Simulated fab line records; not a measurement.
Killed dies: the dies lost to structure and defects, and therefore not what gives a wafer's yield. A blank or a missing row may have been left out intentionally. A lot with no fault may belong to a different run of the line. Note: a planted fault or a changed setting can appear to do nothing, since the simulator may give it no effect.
Split-lot trial || flow n5Finfet || 21 wafers read from 7 lots, route of 1938 steps

THE SPLIT
At N5_PMOS_HMC_CHANNEL_EPI_COAT_03 (resist thk 205 nm), the setting spinRpm was moved away from the recipe's 1500 rpm on 8 of the 21 wafers read, by -10.6% to -3.7%. All remaining wafers had this setting at the recipe value.

FROM THE SPLIT TO THE READING: what the file shows between them, 5 steps
- N5_PMOS_HMC_CHANNEL_EPI_PEB_07: peb time 60 s (also split here: pebTimeS)
- N5_PMOS_HMC_CHANNEL_EPI_DEVELOP_08: develop time 30 s
- N5_PMOS_HMC_CHANNEL_EPI_CD_MEAS_09: target cd 237.4 nm
- N5_PMOS_HMC_CHANNEL_EPI_DESCUM_14: chemistry O2, time 7.9 s
- N5_PMOS_HMC_CHANNEL_EPI_ETCH_32: etches BARC in N2/H2, stops on SiO2, target depth 85.8 nm, time 50.3 s

THE READING
CAR-ArF-block_of_PMOS_HMC_CHANNEL_EPI_COAT_03.thkNm (the simulator's own value, which no gauge read), in nm, at N5_PMOS_HMC_CHANNEL_EPI_HM_OPEN_15 (chemistry CHF3/O2, target SiO2, target depth 40.6 nm, time 20.3 s). The file does not state a usual value for it. The 13 wafers here that ran the recipe average 90.06 nm, standard deviation 2.3 nm.

{"wafer": "L074.2", "tool, chamber at the split": "lithoTrack-03, 0", "spinRpm as run, rpm": 1408, "against the recipe": "-6.1%", "CAR-ArF-block_of_PMOS_HMC_CHANNEL_EPI_COAT_03.thkNm, nm": 99.9, "against lot-mates on the recipe": "+10.27"}
{"wafer": "L074.3", "tool, chamber at the split": "lithoTrack-03, 0", "spinRpm as run, rpm": 1500, "against the recipe": "recipe", "CAR-ArF-block_of_PMOS_HMC_CHANNEL_EPI_COAT_03.thkNm, nm": 91.24, "against lot-mates on the recipe": "-"}
{"wafer": "L074.6", "tool, chamber at the split": "lithoTrack-03, 0", "spinRpm as run, rpm": 1500, "against the recipe": "recipe", "CAR-ArF-block_of_PMOS_HMC_CHANNEL_EPI_COAT_03.thkNm, nm": 88.02, "against lot-mates on the recipe": "-"}
{"wafer": "L076.1", "tool, chamber at the split": "lithoTrack-03, 0", "spinRpm as run, rpm": 1500, "against the recipe": "recipe", "CAR-ArF-block_of_PMOS_HMC_CHANNEL_EPI_COAT_03.thkNm, nm": 93.52, "against lot-mates on the recipe": "-"}
{"wafer": "L076.3", "tool, chamber at the split": "lithoTrack-03, 0", "spinRpm as run, rpm": 1420, "against the recipe": "-5.3%", "CAR-ArF-block_of_PMOS_HMC_CHANNEL_EPI_COAT_03.thkNm, nm": 100.1, "against lot-mates on the recipe": "+6.58"}
{"wafer": "L076.5", "tool, chamber at the split": "lithoTrack-03, 0", "spinRpm as run, rpm": 1420, "against the recipe": "-5.3%", "CAR-ArF-block_of_PMOS_HMC_CHANNEL_EPI_COAT_03.thkNm, nm": 94.31, "against lot-mates on the recipe": "+0.79"}
{"wafer": "L077.1", "tool, chamber at the split": "lithoTrack-04, 0", "spinRpm as run, rpm": 1500, "against the recipe": "recipe", "CAR-ArF-block_of_PMOS_HMC_CHANNEL_EPI_COAT_03.thkNm, nm": 90.71, "against lot-mates on the recipe": "-"}
{"wafer": "L077.3", "tool, chamber at the split": "lithoTrack-04, 0", "spinRpm as run, rpm": 1443, "against the recipe": "-3.8%", "CAR-ArF-block_of_PMOS_HMC_CHANNEL_EPI_COAT_03.thkNm, nm": 97.82, "against lot-mates on the recipe": "+7.11"}
{"wafer": "L077.5", "tool, chamber at the split": "lithoTrack-04, 0", "spinRpm as run, rpm": 1443, "against the recipe": "-3.8%", "CAR-ArF-block_of_PMOS_HMC_CHANNEL_EPI_COAT_03.thkNm, nm": 94.2, "against lot-mates on the recipe": "+3.49"}
{"wafer": "L087.3", "tool, chamber at the split": "lithoTrack-01, 0", "spinRpm as run, rpm": 1500, "against the recipe": "recipe", "CAR-ArF-block_of_PMOS_HMC_CHANNEL_EPI_COAT_03.thkNm, nm": 90.36, "against lot-mates on the recipe": "-"}
{"wafer": "L087.4", "tool, chamber at the split": "lithoTrack-01, 0", "spinRpm as run, rpm": 1500, "against the recipe": "recipe", "CAR-ArF-block_of_PMOS_HMC_CHANNEL_EPI_COAT_03.thkNm, nm": 94.35, "against lot-mates on the recipe": "-"}
{"wafer": "L087.6", "tool, chamber at the split": "lithoTrack-01, 0", "spinRpm as run, rpm": 1500, "against the recipe": "recipe", "CAR-ArF-block_of_PMOS_HMC_CHANNEL_EPI_COAT_03.thkNm, nm": 86.2, "against lot-mates on the recipe": "-"}
{"wafer": "L089.2", "tool, chamber at the split": "lithoTrack-04, 0", "spinRpm as run, rpm": 1445, "against the recipe": "-3.7%", "CAR-ArF-block_of_PMOS_HMC_CHANNEL_EPI_COAT_03.thkNm, nm": 94.38, "against lot-mates on the recipe": "+3.97"}
{"wafer": "L089.4", "tool, chamber at the split": "lithoTrack-04, 0", "spinRpm as run, rpm": 1500, "against the recipe": "recipe", "CAR-ArF-block_of_PMOS_HMC_CHANNEL_EPI_COAT_03.thkNm, nm": 91.2, "against lot-mates on the recipe": "-"}
{"wafer": "L089.6", "tool, chamber at the split": "lithoTrack-04, 0", "spinRpm as run, rpm": 1500, "against the recipe": "recipe", "CAR-ArF-block_of_PMOS_HMC_CHANNEL_EPI_COAT_03.thkNm, nm": 89.63, "against lot-mates on the recipe": "-"}
{"wafer": "L090.2", "tool, chamber at the split": "lithoTrack-04, 0", "spinRpm as run, rpm": 1500, "against the recipe": "recipe", "CAR-ArF-block_of_PMOS_HMC_CHANNEL_EPI_COAT_03.thkNm, nm": 90.21, "against lot-mates on the recipe": "-"}
{"wafer": "L090.4", "tool, chamber at the split": "lithoTrack-04, 0", "spinRpm as run, rpm": 1500, "against the recipe": "recipe", "CAR-ArF-block_of_PMOS_HMC_CHANNEL_EPI_COAT_03.thkNm, nm": 86.52, "against lot-mates on the recipe": "-"}
{"wafer": "L090.5", "tool, chamber at the split": "lithoTrack-04, 0", "spinRpm as run, rpm": 1500, "against the recipe": "recipe", "CAR-ArF-block_of_PMOS_HMC_CHANNEL_EPI_COAT_03.thkNm, nm": 89.64, "against lot-mates on the recipe": "-"}
{"wafer": "L091.1", "tool, chamber at the split": "lithoTrack-03, 0", "spinRpm as run, rpm": 1341, "against the recipe": "-10.6%", "CAR-ArF-block_of_PMOS_HMC_CHANNEL_EPI_COAT_03.thkNm, nm": 106.2, "against lot-mates on the recipe": "+16.97"}
{"wafer": "L091.2", "tool, chamber at the split": "lithoTrack-03, 0", "spinRpm as run, rpm": 1500, "against the recipe": "recipe", "CAR-ArF-block_of_PMOS_HMC_CHANNEL_EPI_COAT_03.thkNm, nm": 89.23, "against lot-mates on the recipe": "-"}
{"wafer": "L091.3", "tool, chamber at the split": "lithoTrack-03, 0", "spinRpm as run, rpm": 1341, "against the recipe": "-10.6%", "CAR-ArF-block_of_PMOS_HMC_CHANNEL_EPI_COAT_03.thkNm, nm": 103, "against lot-mates on the recipe": "+13.77"}

THE FIT
A straight line over all 21 wafers: CAR-ArF-block_of_PMOS_HMC_CHANNEL_EPI_COAT_03.thkNm changes by -1.39 nm for each +1% of spinRpm; r = -0.91; the points scatter about the line by 2.3 nm.
The same after taking each lot's own level away (the mean of its wafers on the recipe; 21 wafers): -1.36 nm for each +1%; r = -0.90; scatter 2.4 nm.
Per that fit: largest spinRpm move, reading shift of 14 nm.
Measured against the standard deviation above, the lots' own levels, which go from 88.790 to 93.520 nm, span 2.1 times it.
Hence the lot-to-lot level has little effect on the slope; both slopes agree.
Check: with one of the wafers moved furthest among these (-10.6%) left out of the fit, the line predicts +12.9 nm for it against its lot-mates. It came out at +17 nm against them.

OTHER SPLITS APPLIED TO THESE WAFERS
Other splits were also applied to these wafers ahead of the reading. Each is held against what the fit with the lots' levels taken away leaves over:
{"other split on the same wafers": "N5_WELL_APT_COAT_02 spinRpm", "wafers away from the commonest value": 3, "r with CAR-ArF-block_of_PMOS_HMC_CHANNEL_EPI_COAT_03.thkNm (lot level and that fit taken away)": -0.08}
{"other split on the same wafers": "N5_PMOS_HMC_CHANNEL_EPI_PEB_07 pebTimeS", "wafers away from the commonest value": 5, "r with CAR-ArF-block_of_PMOS_HMC_CHANNEL_EPI_COAT_03.thkNm (lot level and that fit taken away)": "+0.19"}

THE WHOLE CHAIN: every reading that the file lists as answering this split, in the file's order
{"step": "N5_PMOS_HMC_CHANNEL_EPI_COAT_03", "what it does": "resist thk 205 nm", "reading": "CAR-ArF-block_of_PMOS_HMC_CHANNEL_EPI_COAT_03.thkNm (the simulator's own value, which no gauge read)", "change (the file's fit)": "-1.13 nm for each +1% of the setting", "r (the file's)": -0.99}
{"step": "N5_PMOS_HMC_CHANNEL_EPI_ETCH_32", "what it does": "etches BARC in N2/H2, stops on SiO2, target depth 85.8 nm, time 50.3 s", "reading": "CAR-ArF-block_of_PMOS_HMC_CHANNEL_EPI_COAT_03.thkNm (the simulator's own value, which no gauge read)", "change (the file's fit)": "-1.24 nm for each +1% of the setting", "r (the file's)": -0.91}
{"step": "N5_PMOS_HMC_CHANNEL_EPI_HM_OPEN_15", "what it does": "chemistry CHF3/O2, target SiO2, target depth 40.6 nm, time 20.3 s", "reading": "CAR-ArF-block_of_PMOS_HMC_CHANNEL_EPI_COAT_03.thkNm (the simulator's own value, which no gauge read)", "change (the file's fit)": "-1.36 nm for each +1% of the setting", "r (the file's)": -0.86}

THE FILE'S OWN FIT
CAR-ArF-block_of_PMOS_HMC_CHANNEL_EPI_COAT_03.thkNm changes by -1.36 nm for each +1% of spinRpm, r = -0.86.
